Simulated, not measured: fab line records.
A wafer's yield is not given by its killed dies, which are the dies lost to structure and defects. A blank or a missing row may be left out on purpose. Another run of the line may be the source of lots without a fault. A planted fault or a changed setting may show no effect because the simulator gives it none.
Lot-split experiment    flow n5 finfet    on a route of 1938 steps: 7 lots, 39 wafers read

## ON THE SPLIT
At N5_SPACER0_ALD_00 (deposits SiOCN, target thk 3.5 nm, pulse time 3 s, purge time 2 s), the setting ald cycles was moved away from the recipe's 58 on 12 of the 39 wafers read, by -15.5% to +5.2%. This setting was run at the recipe's value on the other wafers.

Reading taken at the split's own step.

## THE READING
SiOCN_of_SPACER0_ALD_00.thk nm (the simulator's own value, which no gauge read), in nm, at N5_SPACER0_ALD_00 (deposits SiOCN, target thk 3.5 nm, pulse time 3 s, purge time 2 s). The file does not state a usual value for it. Average 3.5 nm, standard deviation 0.098 nm, over the 27 wafers here run with the recipe.

wafer   tool, chamber at the split  ald cycles as run  against the recipe  SiOCN_of_SPACER0_ALD_00.thk nm, nm  against lot-mates on the recipe
L075.1  ald sin-02, 2               61                 +5.2%               3.8                                 +0.3
L075.2  ald sin-02, 1               58                 recipe              3.4                                 -
L075.3  ald sin-02, 0,2             61                 +5.2%               3.6                                 +0.1
L075.5  ald sin-02, 0,2             61                 +5.2%               3.6                                 +0.1
L075.4  ald sin-02, 3               58                 recipe              3.6                                 -
L075.6  ald sin-02, 3               58                 recipe              3.6                                 -
L083.1  ald sin-02, 3,0,3           58                 recipe              3.6                                 -
L083.2  ald sin-02, 3,0,3           58                 recipe              3.6                                 -
L083.6  ald sin-02, 3,0,3           58                 recipe              3.6                                 -
L083.3  ald sin-02, 2,1,0           58                 recipe              3.4                                 -
L083.4  ald sin-02, 2,1,0           58                 recipe              3.4                                 -
L083.5  ald sin-02, 2,1,0           58                 recipe              3.4                                 -
L084.1  ald sin-01, 3,2,2           49                 -15.5%              3                                   -0.6
L084.3  ald sin-01, 3,2,2           49                 -15.5%              3                                   -0.6
L084.5  ald sin-01, 3,2,2           49                 -15.5%              3                                   -0.6
L084.2  ald sin-01, 1,0,3           58                 recipe              3.6                                 -
L084.4  ald sin-01, 1,0,3           58                 recipe              3.6                                 -
L084.6  ald sin-01, 1,0,3           58                 recipe              3.6                                 -
L092.1  ald sin-01, 3,0,2           54                 -6.9%               3.2                                 -0.3
L092.2  ald sin-01, 3,0,2           54                 -6.9%               3.2                                 -0.3
L092.4  ald sin-01, 3,0,2           54                 -6.9%               3.2                                 -0.3
L092.3  ald sin-01, 1               58                 recipe              3.6                                 -
L092.5  ald sin-01, 0,1             58                 recipe              3.4                                 -
L092.6  ald sin-01, 0,1             58                 recipe              3.4                                 -
L093.1  ald sin-04, 2,1             58                 recipe              3.4                                 -
L093.2  ald sin-04, 2,1             58                 recipe              3.4                                 -
L093.4  ald sin-04, 0               58                 recipe              3.6                                 -
L094.1  ald sin-01, 3,0,1           58                 recipe              3.4                                 -
L094.2  ald sin-01, 3,0,1           58                 recipe              3.4                                 -
L094.4  ald sin-01, 3,0,1           58                 recipe              3.4                                 -
L094.3  ald sin-01, 2,0,1           51                 -12.1%              3                                   -0.4
L094.5  ald sin-01, 2,0,1           51                 -12.1%              3                                   -0.4
L094.6  ald sin-01, 2,0,1           51                 -12.1%              3                                   -0.4
L096.1  ald sin-02, 0               58                 recipe              3.6                                 -
L096.2  ald sin-02, 2,3,1,3,2       58                 recipe              3.4                                 -
L096.3  ald sin-02, 2,3,1,3,2       58                 recipe              3.4                                 -
L096.4  ald sin-02, 2,3,1,3,2       58                 recipe              3.4                                 -
L096.5  ald sin-02, 2,3,1,3,2       58                 recipe              3.4                                 -
L096.6  ald sin-02, 2,3,1,3,2       58                 recipe              3.4                                 -
The file does not say which wafer passed through which chamber wherever a row lists several chambers: such a row stands for several wafers.

THE FIT
A straight line over all 39 wafers: SiOCN_of_SPACER0_ALD_00.thk nm changes by +0.0349 nm for each +1% of ald cycles; r = +0.91; the points scatter about the line by 0.092 nm.
The same after taking each lot's own level away (the mean of its wafers on the recipe; 39 wafers): +0.0358 nm for each +1%; r = +0.94; scatter 0.077 nm.
The reading moves by 0.55 nm for the largest change in ald cycles, on that fit.
Measured against the standard deviation above, the lots' own levels, which go from 3.40 to 3.60 nm, span 2.0 times it.
So the lot-to-lot level changes the slope little: the two slopes agree.
Check: -0.553 nm against its lot-mates is what the line predicts for one of the wafers moved furthest among these (-15.5%) when that wafer is left out of the fit. It came out at -0.6 nm against them.

## FURTHER SPLITS ON THESE WAFERS
Note: prior to the reading, these wafers also went through further splits. Each is held against what the fit with the lots' levels taken away leaves over:
other split on the same wafers   wafers away from the commonest value  r with SiOCN_of_SPACER0_ALD_00.thk nm (lot level and that fit taken away)
N5_DUMMY_GATE_HM_DEP_06 time s   30                                    -0.09
N5_DUMMY_GATE_EXPOSE_12 dose mj  15                                    -0.04
N5_DUMMY_GATE_ETCH_37 source w   15                                    +0.09

## FILE'S OWN FIT
SiOCN_of_SPACER0_ALD_00.thk nm changes by +0.0362 nm for each +1% of ald cycles, r = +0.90.
